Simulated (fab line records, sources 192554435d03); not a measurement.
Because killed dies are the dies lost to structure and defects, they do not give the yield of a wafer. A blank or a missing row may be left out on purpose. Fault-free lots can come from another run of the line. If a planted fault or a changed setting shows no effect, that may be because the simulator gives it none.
Struck lot and sound lot, side by side	flow n5Finfet	27 out of 1938 route steps
Sound: wafers L414.1, L414.3, L414.6. Struck: wafer L416.2 (left out: L416.6, a lot-mate that was not struck); the cause follows at the end.
Each step with rows lists, per side, the tool, then ch with its chambers, then its first start. Under that, the readings that differ: sound wafers	struck wafers	difference of the means	sigmas: that difference in standard deviations of wafers without a fault.
alike: words and numbers the same on both sides, and readings whose means are apart by under 2 such deviations; not compared: readings that were withheld, readings missing a value for some wafer, numbers with overlapping values and no deviation given by the record, and bounds like >300 which may hide the same value.
A row with sigmas, a row that says differs or no value, or rows on one side alone: a step with any of these is where the two part. When numbers do not overlap yet have no deviation, they are printed without sigmas and do not part them. Lack of a reading on every wafer of one side parts them only where that side has two or more wafers.

N5_SD_EPI_N_EPI_MEAS_23:
  sound on filmMetro-02 at day 4 10:04; struck on filmMetro-02 at day 4 23:52
  alike: thkNm
then, 3 steps without rows for these wafers: N5_SD_EPI_N_PRECLEAN_24 (cleans in O3/DIW, time 60 s); N5_SD_EPI_N_SRD_25 (time 30 s); N5_SD_EPI_N_PRECLEAN_49 (cleans in NF3:NH3, afs cycles 1, time 20 s, sublimation time 60 s).
N5_SD_EPI_N_LINER_46: material SiNx, target thk 3 nm.
  sound on aldSin-01 ch 1,2, day 4 10:22; struck on aldSin-04 ch 0, day 5 00:13
reading	sound	struck	difference	sigmas
heaterPowerW (W)	949 821 820	700	-163	-2
N5_SD_EPI_N_INSPECT_26: inspects for defects (darkfield).
  sound on defectInspect-02 at day 4 10:37; struck on defectInspect-02 at day 5 00:28
  alike: rawDefectCount
then, 6 steps without rows for these wafers: N5_SD_EPI_P_COAT_34 (time 60 s, resist thk 350 nm); N5_SD_EPI_P_COAT_35 (time 60 s, resist thk 35 nm); N5_SD_EPI_P_COAT_03 (resist thk 150 nm); N5_SD_EPI_P_EBR_05; N5_SD_EPI_P_SOFTBAKE_04 (time 60 s); N5_SD_EPI_P_EXPOSE_06 (exposes mask SD P BLK, target cd 240 nm).
N5_SD_EPI_P_PEB_07: peb time 60 s.
  sound on lithoTrack-01 ch 0, day 4 10:49; struck on lithoTrack-01 ch 0, day 5 00:47
reading	sound	struck	difference	sigmas
heaterPowerTotalW (W)	174.5 177.2 175.2	198.2	+22.6	+14
then, 1 step without rows for these wafers: N5_SD_EPI_P_DEVELOP_08 (develop time 30 s).
N5_SD_EPI_P_CD_MEAS_09 targets a cd of 240 nm.
  sound on cdSem-03 ch 0, day 4 10:53; struck on cdSem-02 ch 0, day 5 00:52
reading	sound	struck	difference	sigmas
cdNm (nm)	239.5 240.5 240.0	233.9	-6.1	-10
N5_SD_EPI_P_OVL_MEAS_10:
  sound on overlay-02 ch 0, day 4 10:55; struck on overlay-01 ch 0, day 5 00:53
  alike: SD_P_BLK_OVL
N5_SD_EPI_P_INSPECT_11: inspects for defects (macro).
  sound on defectInspect-02 at day 4 10:56; struck on defectInspect-01 at day 5 00:55
  alike: rawDefectCount
N5_SD_EPI_P_DESCUM_14: chemistry O2, time 7.9 s.
  sound on rieDiel-06 ch 0,2, day 4 10:59; struck on rieDiel-01 ch 2, day 5 01:01
reading	sound	struck	difference	sigmas
drypumpMotorCurrentA (A)	5.7 5.7 5.8	4.9	-0.8	-2
model.SD_EPI_P.cdNm (nm)	239.8 240.8 240	233.8	-6.4	
  alike: oesProductAu, rfFwdPowerW, rfVppV, showerheadPlenumPTorr, throttleValvePct
  not compared: rfHoursCounterH
N5_SD_EPI_P_ETCH_36: etches SiARC in CF4, target depth 45.5 nm, time 75.8 s.
  sound on rieDiel-06 ch 0,2, day 4 11:01; struck on rieDiel-01 ch 2, day 5 01:02
reading	sound	struck	difference	sigmas
drypumpMotorCurrentA (A)	5.8 5.6 5.8	4.9	-0.8	-2
  alike: biasW, etchRfOnTimeS, oesProductAu, rfFwdPowerW, rfVppV, showerheadPlenumPTorr, throttleValvePct
  not compared: rfHoursCounterH
N5_SD_EPI_P_ETCH_37: etches SOC in N2/H2, overetch 108 nm, time 486 s.
  sound on rieDiel-06 ch 0,2, day 4 11:04; struck on rieDiel-01 ch 2, day 5 01:06
reading	sound	struck	difference	sigmas
drypumpMotorCurrentA (A)	5.8 5.7 5.8	4.9	-0.9	-2
  alike: biasW, n2FlowSccm, oesProductAu, rfFwdPowerW, rfVppV, showerheadPlenumPTorr, throttleValvePct
  not compared: rfHoursCounterH
then, 1 step without rows for these wafers: N5_SD_EPI_P_STRIP_38 (strips in N2/H2).
N5_SD_EPI_P_ETCHBACK_46: etches SiNx in CH3F/O2, stops on SiO2, target depth 17.5 nm.
  sound on rieDiel-06 ch 0,2, day 4 11:23; struck on rieDiel-01 ch 2, day 5 01:25
reading	sound	struck	difference	sigmas
biasW (W)	72.51 72.84 72.73	73.25	+0.56	+3
  alike: CH3F_flow_sccm, drypumpMotorCurrentA, oesProductAu, rfFwdPowerW, rfVppV, showerheadPlenumPTorr, throttleValvePct
  not compared: rfHoursCounterH
N5_SD_EPI_P_ETCH_47: etches SiOCN in CH3F/O2, target depth 25 nm.
  sound on rieDiel-06 ch 0,2, day 4 11:29; struck on rieDiel-01 ch 2, day 5 01:31
reading	sound	struck	difference	sigmas
drypumpMotorCurrentA (A)	5.8 5.7 5.8	4.9	-0.9	-2
  alike: CH3F_flow_sccm, biasW, oesProductAu, rfFwdPowerW, rfVppV, showerheadPlenumPTorr, throttleValvePct
  not compared: rfHoursCounterH
then, 2 steps without rows for these wafers: N5_SD_EPI_P_ETCH_16 (etches SiO2 in CHF3/O2, target depth 5 nm); N5_SD_EPI_P_STRIP_50 (strips in CHF3/O2).
N5_SD_EPI_P_SD_RECESS_17: chemistry HBr/Cl2/O2, target depth 39.1 nm, bt time 3 s.
  sound on rieSi-05 ch 1,2,3, day 4 11:40; struck on rieSi-05 ch 2, day 5 01:42
reading	sound	struck	difference	sigmas
model.SD_EPI_P.cdNm (nm)	239.8 242.6 240.6	234.6	-6.4	
  alike: biasW, drypumpMotorCurrentA, oesProductAu, rfFwdPowerW, throttleValvePct
  not compared: rfHoursCounterH
then, 1 step without rows for these wafers: N5_SD_EPI_P_WET_ETCH_45 (etches SiO2 in dHF, time 10.7 s, target depth 2 nm, rinse time 30 s).

WHERE THEY PART
At N5_SD_EPI_N_LINER_46 first; at N5_SD_EPI_P_ETCH_47 last (within this record only). Later steps at which nothing parts them and some readings are alike: N5_SD_EPI_P_SD_RECESS_17.

WHY: what the simulator had put in
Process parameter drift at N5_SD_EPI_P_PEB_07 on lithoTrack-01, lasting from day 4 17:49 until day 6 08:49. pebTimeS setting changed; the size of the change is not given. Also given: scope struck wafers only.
